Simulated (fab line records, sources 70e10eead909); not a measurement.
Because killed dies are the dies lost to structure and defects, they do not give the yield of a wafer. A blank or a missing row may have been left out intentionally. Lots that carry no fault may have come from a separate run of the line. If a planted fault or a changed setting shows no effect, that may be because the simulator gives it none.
2 desks looking at one fault	flow nand harc	what lay behind the numbers comes last; until then each desk has only its own

== AT THE METROLOGY DESK ==
What the gauges read for every lot (on any tool): the sampled wafers with a number, averaged. A lot is out of limits, marked OUT, if its mean lies more than 4 standard deviations from the usual mean; the brackets give that distance.
Columns: A = cd nm at NHARC_A_M0_CD_MEAS_09, usual 80.2 nm; B = cd nm at NHARC_A_M0_CD_MEAS_16, usual 80.1 nm
lot	first seen here	A	B
L363	day 23 01:05	79.8	80.5
L361	day 23 02:07	80.6	80.7
L362	day 23 04:11	80.5	80.2
L364	day 24 12:08	79.9	80.1
L366	day 24 14:43	80.0	80.3
L365	day 24 17:03	81.3	81.8
L367	day 25 09:39	79.2	79.2
L370	day 26 15:40	81.5	81.1
L369	day 26 16:00	79.7	79.6
L372	day 27 05:17	80.3	80.8
L379	day 30 02:32	93.4 (+14) OUT	93.2 (+11) OUT
L384	day 31 20:13	79.9	79.2
L381	day 32 00:49	91.8 (+13) OUT	91.8 (+9.8) OUT
L383	day 32 07:27	78.5	78.5
This desk finds L379, L381 out of limits, L379 being first, at day 30 02:32 (cd nm at NHARC_A_M0_CD_MEAS_09). Within limits: L363, L361, L362, L364, L366, L365, L367, L370, L369, L372, L384, L383.

== FOR THE TOOL OWNER'S DESK: arfi scanner-02 ==
The tool's own readings at NHARC_A_M0_EXPOSE_06 (exposes mask A M0, target cd 80 nm): means of the sampled wafers that have a number, for each lot that ran on this tool. A lot is out of limits, marked OUT, if its mean lies more than 4 standard deviations from the usual mean; the brackets give that distance.
Columns: A = exposure dose mJ cm2 at NHARC_A_M0_EXPOSE_06, usual 83.27; B = focus offset nm at NHARC_A_M0_EXPOSE_06, usual 0.1 nm
lot	first seen here	A	B
L362	day 23 04:03	83.41	-0.3
L367	day 25 09:31	83.24	-0.3
L370	day 26 15:31	83.30	-0.6
L379	day 30 02:24	102.70 (+99 or more) OUT	0.0
L381	day 32 00:41	98.90 (+99 or more) OUT	-0.2
This desk finds L379, L381 out of limits, L379 being first, at day 30 02:24 (exposure dose mJ cm2 at NHARC_A_M0_EXPOSE_06). Within limits: L362, L367, L370.

== BROUGHT TOGETHER ==
The tool owner's desk could have raised an alarm at day 30 02:24, on L379, L381.
The metrology desk could have raised an alarm at day 30 02:32, on L379, L381.
Every lot named ran NHARC_A_M0_EXPOSE_06 on arfi scanner-02.

== WHAT HAD BEEN PUT IN BY THE SIMULATOR ==
Process parameters drifting: arfi scanner-02 at NHARC_A_M0_EXPOSE_06, beginning at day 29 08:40. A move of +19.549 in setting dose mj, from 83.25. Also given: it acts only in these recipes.
Lots struck among those shown: L379, L381.
Fault start to first reading out of limits, in hours, per desk: tool owner, 18; metrology, 18.
